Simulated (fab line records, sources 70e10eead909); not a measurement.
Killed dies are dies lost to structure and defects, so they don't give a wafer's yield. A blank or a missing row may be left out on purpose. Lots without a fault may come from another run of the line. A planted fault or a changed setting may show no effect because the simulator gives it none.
A struck lot beside a sound one | flow nand_harc | 15 steps out of a route of 1302
Sound: wafers L948.2, L948.4, L948.5. Struck: wafer L961.4. (L961.2 of the same lot was not struck and is left out.) The cause comes at the end.
At each step with rows: each side's tool, then ch and its chambers, then its first start. Under that, the readings that differ: sound wafers | struck wafers | difference of the means | sigmas: that difference in standard deviations of wafers without a fault.
alike: readings whose means differ by less than 2 such deviations, and words and numbers that are the same on both sides. not compared: withheld readings, readings that some wafer has no value for, bounds like >300 that may hide the same value, and numbers for which the record gives no deviation and whose values overlap.
The two part at a step that has a row with sigmas, a row that says differs or no value, or rows on one side only. Numbers that don't overlap but have no deviation are shown without sigmas and don't part them. A reading that every wafer of one side lacks parts them only if that side has two wafers or more.

NHARC_A_SGD_CUT_INSPECT_11:
  sound on defect_inspect-01, day 22 08:31; struck on defect_inspect-01, day 28 04:47
  alike: raw_defect_count
NHARC_A_SGD_CUT_DESCUM_14: chemistry O2, time 3 s.
  sound on rie_diel-07 ch 1,3, day 22 08:35; struck on rie_diel-01 ch 0, day 28 04:52
  alike: drypump_motor_current_A, o2_flow_sccm, oes_product_au, rf_vpp_V, showerhead_plenum_p_Torr, throttle_valve_pct
  not compared: rf_hours_counter_h
NHARC_A_SGD_CUT_ETCH_58: etches the open film in CF4, target depth 39 nm, time 65 s.
  sound on rie_diel-07 ch 0,2,3, day 22 08:40; struck on rie_diel-01 ch 1, day 28 04:56
  reading                | sound                | struck | difference | sigmas
  throttle_valve_pct (%) | 13.264 13.292 13.276 | 13.299 | +0.022     | +2
  alike: drypump_motor_current_A, oes_product_au, rf_vpp_V, showerhead_plenum_p_Torr
  not compared: rf_hours_counter_h
NHARC_A_SGD_CUT_ETCH_59: etches the open film in N2/H2, target depth 260 nm, time 406.25 s.
  sound on rie_diel-07 ch 0,1,2; struck on rie_diel-01 ch 2
  alike: drypump_motor_current_A, oes_product_au, rf_vpp_V, showerhead_plenum_p_Torr, throttle_valve_pct
  not compared: rf_hours_counter_h
NHARC_A_SGD_CUT_ETCH_15: etches the open film in CH3F/O2, target depth 75 nm, time 64.3 s.
  sound on rie_diel-07 ch 2,3; struck on rie_diel-01 ch 0
  reading             | sound             | struck | difference | sigmas
  o2_flow_sccm (sccm) | 29.97 30.07 30.09 | 29.78  | -0.26      | -3
  alike: drypump_motor_current_A, oes_product_au, rf_vpp_V, showerhead_plenum_p_Torr, throttle_valve_pct
  not compared: rf_hours_counter_h
NHARC_A_SGD_CUT_ETCH_16: etches the open film in C4F8/O2/Ar, target depth 310.5 nm, time 155.2 s.
  sound on rie_diel-07 ch 0,1; struck on rie_diel-01 ch 1
  alike: oes_product_au, rf_vpp_V
  not compared: rf_hours_counter_h
then, 6 steps without rows for these wafers: NHARC_A_SGD_CUT_STRIP_60 (strips in C4F8/O2/Ar); NHARC_A_SGD_CUT_STRIP_17 (strips in O2); NHARC_A_SGD_CUT_PRECLEAN_18 (cleans in SC1); NHARC_A_SGD_CUT_SRD_19; NHARC_A_SGD_CUT_DEP_20 (deposits SiO2, target thk 150 nm); NHARC_A_SGD_CUT_ANNEAL_27 (time 1800 s).
NHARC_A_SGD_CUT_CMP_21: polishes, target thk 148.19 nm.
  sound on cmp-01 ch 0,1,2, day 22 11:37; struck on cmp-01 ch 1, day 28 07:52
  reading                | sound          | struck | difference | sigmas
  time_to_endpoint_s (s) | 49.0 50.1 49.5 | 25.2   | -24.3      | -11
  alike: motor_current_A, slurry_flow_ml_min
NHARC_A_SGD_CUT_THK_MEAS_22: measures by ellipsometry.
  sound on film_metro-01, day 22 11:50; struck on film_metro-01, day 28 08:04
  alike: thk_nm
NHARC_END_SORT_01:
  the record has rows for the sound wafers here (prober-01 ch 0, day 27 15:01) and none for the struck ones

WHERE THEY PART
First at NHARC_A_SGD_CUT_ETCH_58; last, within this record, at NHARC_END_SORT_01.

WHY: what the simulator had put in
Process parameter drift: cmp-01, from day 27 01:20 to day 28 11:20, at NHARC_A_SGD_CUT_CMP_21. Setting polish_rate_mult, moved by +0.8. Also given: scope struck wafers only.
